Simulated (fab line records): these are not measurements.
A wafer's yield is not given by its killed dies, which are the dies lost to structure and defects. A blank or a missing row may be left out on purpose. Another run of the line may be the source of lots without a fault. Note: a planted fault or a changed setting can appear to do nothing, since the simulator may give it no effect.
Which tool was responsible? -- flow nand-harc -- 11 lots, 33 wafers sampled, at 5 steps of a route of 1302

WHAT EACH GAUGE READ, for each wafer
NHARC_P_BONDPAD_CD_MEAS_13. Usual: cd-nm reads 498.9 nm (standard deviation 2.2).
lot,measured,on,cd-nm (nm),flag
L320,day 7 14:44,cd-sem-03,500.1 499.6 501.9,
L321,day 8 01:13,cd-sem-03,501.0 501.2 498.0,
L322,day 8 05:54,cd-sem-01,501.7 498.7 497.5,
L324,day 9 02:38,cd-sem-03,502.1 497.0 502.1,
L325,day 9 12:40,cd-sem-03,499.5 499.2 498.0,
L327,day 10 12:55,cd-sem-01,500.8 501.0 498.4,
L332,day 12 15:37,cd-sem-03,498.1 502.0 498.7,
L335,day 13 17:09,cd-sem-02,498.0 501.9 498.5,
L338,day 14 23:57,cd-sem-01,498.1 499.7 497.1,
L339,day 15 07:14,cd-sem-01,498.3 498.4 494.6,
L341,day 16 03:25,cd-sem-01,498.2 496.5 496.2,

NHARC_END_SORT_01. Usual: for defect-limited-yield, 91 % with a standard deviation of 3.4; for killed-at-array, 55 with a standard deviation of 23; for killed-at-other, 1.0 with a standard deviation of 1.2; for killed-at-periphery, 3.2 with a standard deviation of 2.7; for killed-dies, 59 with a standard deviation of 23; for killed-open, 3.1 with a standard deviation of 1.6; for killed-short, 2.2 with a standard deviation of 1.5.
lot,measured,on,defect-limited-yield (%),killed-at-array,killed-at-other,killed-at-periphery,killed-dies,killed-open,killed-short,flag
L320,day 24 16:30,prober-02,95 96 97,27 17 17,0 0 0,5 8 5,32 25 22,4 3 1,3 4 3,
L321,day 25 19:35,prober-01,90 89 89,59 72 75,1 0 0,5 3 2,65 75 77,4 4 4,0 1 4,
L322,day 25 18:49,prober-02,96 97 96,25 18 25,2 1 2,1 0 1,28 19 28,2 3 2,0 1 2,
L324,day 26 06:03,prober-01,87 85 90,83 93 58,1 2 2,6 7 7,90 102 67,2 2 4,5 9 3,
L325,day 27 00:41,prober-01,94 95 95,39 34 30,0 1 0,4 2 5,43 37 35,2 4 3,5 3 2,
L327,day 28 09:23,prober-01,95 92 94,31 45 32,2 2 0,2 9 7,35 56 39,0 4 1,0 1 0,
L332,day 30 03:25,prober-02,93 90 93,47 66 43,0 0 0,1 4 6,48 70 49,3 5 3,2 5 3,
L335,day 32 01:05,prober-02,91 92 91,54 45 51,0 0 0,8 10 12,62 55 63,2 2 6,2 1 2,
L338,day 32 01:05,prober-01,92 91 92,50 61 50,1 0 0,2 1 4,53 62 54,0 4 3,0 2 4,
L339,day 33 04:57,prober-02,90 93 93,68 48 45,0 0 1,1 0 3,69 48 49,4 4 1,3 1 1,
L341,day 33 10:23,prober-01,94 94 93,39 41 46,0 0 0,0 1 4,39 42 50,4 5 5,3 4 2,

TOOL THAT RAN EACH LOT (tool first, then ch and the chambers of the sampled wafers, then the start)
lot,NHARC_P_BONDPAD_ETCH_12,NHARC_P_BONDPAD_STRIP_15,NHARC_P_BONDPAD_ETCH_24
L320,"rie-diel-07 ch 0,2, day 7 14:44 or earlier","rie-diel-01 ch 2,3, day 7 14:49","rie-diel-01 ch 1,2,3, day 7 14:58"
L321,"rie-diel-07 ch 0,1,3, day 8 01:13 or earlier","rie-diel-01 ch 0,3, day 8 01:17","rie-diel-01 ch 1,2,3, day 8 01:26"
L322,"rie-diel-07 ch 0,2, day 8 05:54 or earlier","rie-diel-05 ch 2,3, day 8 05:58","rie-diel-05 ch 0,2, day 8 06:08"
L324,"rie-diel-07 ch 0,2,3, day 9 02:38 or earlier","rie-diel-07 ch 1,3, day 9 02:42","rie-diel-07 ch 0,2, day 9 02:52"
L325,"rie-diel-07 ch 0,1,3, day 9 12:40 or earlier","rie-diel-07 ch 1,3, day 9 12:45","rie-diel-07 ch 1,2, day 9 12:53"
L327,"rie-diel-01 ch 0,3, day 10 12:55 or earlier","rie-diel-07 ch 0,1, day 10 12:59","rie-diel-07 ch 0,1,3, day 10 13:09"
L332,"rie-diel-01 ch 1,2,3, day 12 15:37 or earlier","rie-diel-01 ch 0,1,2, day 12 15:43","rie-diel-01 ch 0,2,3, day 12 15:52"
L335,"rie-diel-07 ch 0,1,2, day 13 17:09 or earlier","rie-diel-01 ch 1,2, day 13 17:13","rie-diel-01 ch 0,3, day 13 17:22"
L338,"rie-diel-07 ch 0,2, day 14 23:57 or earlier","rie-diel-01 ch 0,1,2, day 15 00:02","rie-diel-01 ch 0,2, day 15 00:12"
L339,"rie-diel-05 ch 0,1,2, day 15 07:14 or earlier","rie-diel-07 ch 0,1,3, day 15 07:22","rie-diel-07 ch 1,3, day 15 07:31"
L341,"rie-diel-01 ch 0,1,3, day 16 03:25 or earlier","rie-diel-07 ch 0,2,3, day 16 03:29","rie-diel-07 ch 0,1,2, day 16 03:38"
- NHARC_P_BONDPAD_ETCH_12: etches the open film in CHF3/O2, target depth 200 nm, time 100 s.
- NHARC_P_BONDPAD_STRIP_15: strips in O2.
- NHARC_P_BONDPAD_ETCH_24: etches the open film in CF4/N2, target depth 30 nm, time 72.99 s.

WHAT THE TOOLS THEMSELVES READ (means of the sampled wafers that have a number; where no wafer has one, the mark that the record gives instead)
NHARC_P_BONDPAD_ETCH_12. Usual: drypump-motor-current-A 5.9 A, standard deviation 0.43; oes-product-au 0.937 a.u., standard deviation 0.022; rf-vpp-V 370.4 V, standard deviation 2.5; showerhead-plenum-p-Torr 2.39 Torr, standard deviation 0.11; throttle-valve-pct 20.573 %, standard deviation 0.0097.
lot,tool,drypump-motor-current-A (A),oes-product-au (a.u.),rf-vpp-V (V),showerhead-plenum-p-Torr (Torr),throttle-valve-pct (%),flag
L320,rie-diel-07,6.4,0.926,369.2,2.35,20.572,
L321,rie-diel-07,6.0,0.917,369.9,2.38,20.579,
L322,rie-diel-07,6.4,0.962,369.5,2.35,20.560,
L324,rie-diel-07,6.1,0.960,368.4,2.32,20.571,
L325,rie-diel-07,6.0,0.922,369.8,2.38,20.572,
L327,rie-diel-01,5.5,0.960,371.5,2.46,20.578,
L332,rie-diel-01,5.8,0.918,369.6,2.36,20.574,
L335,rie-diel-07,6.3,0.964,371.4,2.41,20.576,
L338,rie-diel-07,6.4,0.927,369.5,2.35,20.575,
L339,rie-diel-05,6.0,0.931,372.5,2.46,20.577,
L341,rie-diel-01,5.7,0.919,370.5,2.42,20.574,

NHARC_P_BONDPAD_STRIP_15. Usual: drypump-motor-current-A 5.9 A, standard deviation 0.42; oes-product-au 0.997 a.u., standard deviation 0.0099; rf-vpp-V 57.7 V, standard deviation 0.88; showerhead-plenum-p-Torr 3.53 Torr, standard deviation 0.15; throttle-valve-pct 17.036 %, standard deviation 0.0086.
lot,tool,drypump-motor-current-A (A),oes-product-au (a.u.),rf-vpp-V (V),showerhead-plenum-p-Torr (Torr),throttle-valve-pct (%),flag
L320,rie-diel-01,5.7,0.985,57.0,3.44,17.033,
L321,rie-diel-01,5.8,0.989,57.1,3.51,17.040,
L322,rie-diel-05,5.7,0.991,57.9,3.59,17.037,
L324,rie-diel-07,5.6,1.005,57.5,3.50,17.028,
L325,rie-diel-07,5.8,1.006,57.9,3.65,17.038,
L327,rie-diel-07,6.2,0.994,57.4,3.49,17.032,
L332,rie-diel-01,5.5,0.997,57.4,3.58,17.038,
L335,rie-diel-01,5.7,1.007,57.9,3.52,17.036,
L338,rie-diel-01,5.5,0.992,58.1,3.58,17.035,
L339,rie-diel-07,5.9,1.014,57.6,3.49,17.039,
L341,rie-diel-07,6.1,0.996,57.4,3.40,17.040,

NHARC_P_BONDPAD_ETCH_24. Usual: drypump-motor-current-A 5.9 A, standard deviation 0.42; n2-flow-sccm 99.98 sccm, standard deviation 0.29; oes-product-au 0.998 a.u., standard deviation 0.0097; rf-vpp-V 314.5 V, standard deviation 2.2; showerhead-plenum-p-Torr 2.65 Torr, standard deviation 0.12; throttle-valve-pct 19.794 %, standard deviation 0.0089.
lot,tool,drypump-motor-current-A (A),n2-flow-sccm (sccm),oes-product-au (a.u.),rf-vpp-V (V),showerhead-plenum-p-Torr (Torr),throttle-valve-pct (%),flag
L320,rie-diel-01,5.8,99.98,0.987,313.8,2.58,19.780,
L321,rie-diel-01,5.8,100.17,0.985,313.8,2.58,19.790,
L322,rie-diel-05,5.9,99.58,1.001,316.0,2.74,19.788,
L324,rie-diel-07,6.4,99.80,0.994,313.0,2.57,19.799,
L325,rie-diel-07,6.1,100.16,1.001,316.2,2.75,19.792,
L327,rie-diel-07,6.0,100.00,0.987,312.6,2.60,19.792,
L332,rie-diel-01,5.6,100.10,0.986,314.0,2.62,19.800,
L335,rie-diel-01,5.5,99.85,0.917,315.4,2.69,19.800,OFF
L338,rie-diel-01,5.3,99.85,0.919,315.2,2.71,19.801,OFF
L339,rie-diel-07,5.8,99.89,1.003,315.5,2.71,19.798,
L341,rie-diel-07,6.3,99.96,1.007,315.0,2.64,19.789,

THE ANSWER, worked out from the rows above alone
Rule: take the mean of a lot's wafers that have a number; if it is more than 3 standard deviations from the usual mean, the lot is off. Also off: a lot with no number at a reading for which 4 or more lots have one. All remaining lots with rows at the step are treated as sound. Order of review: gauges by route order, followed by the tools' own readings, for which a lot's mean as printed above is used. At the first step where some lot is off, the reading lying furthest off is the one used; lots without a number count as furthest.
Off at NHARC_P_BONDPAD_ETCH_24 (oes-product-au): L335, L338.
A tool fits if, at that step or a process step before it, it ran every lot that is off, and no sound lot after the first of them. NHARC_P_BONDPAD_ETCH_12 gives no start for some lots, so the hours and the order of its lots are those of NHARC_P_BONDPAD_CD_MEAS_13. 2 tools fit, rie-diel-07 at NHARC_P_BONDPAD_ETCH_12 and rie-diel-01 at NHARC_P_BONDPAD_STRIP_15 and NHARC_P_BONDPAD_ETCH_24, so this cannot tell which one it is.

WHAT THE SIMULATOR HAD INSERTED
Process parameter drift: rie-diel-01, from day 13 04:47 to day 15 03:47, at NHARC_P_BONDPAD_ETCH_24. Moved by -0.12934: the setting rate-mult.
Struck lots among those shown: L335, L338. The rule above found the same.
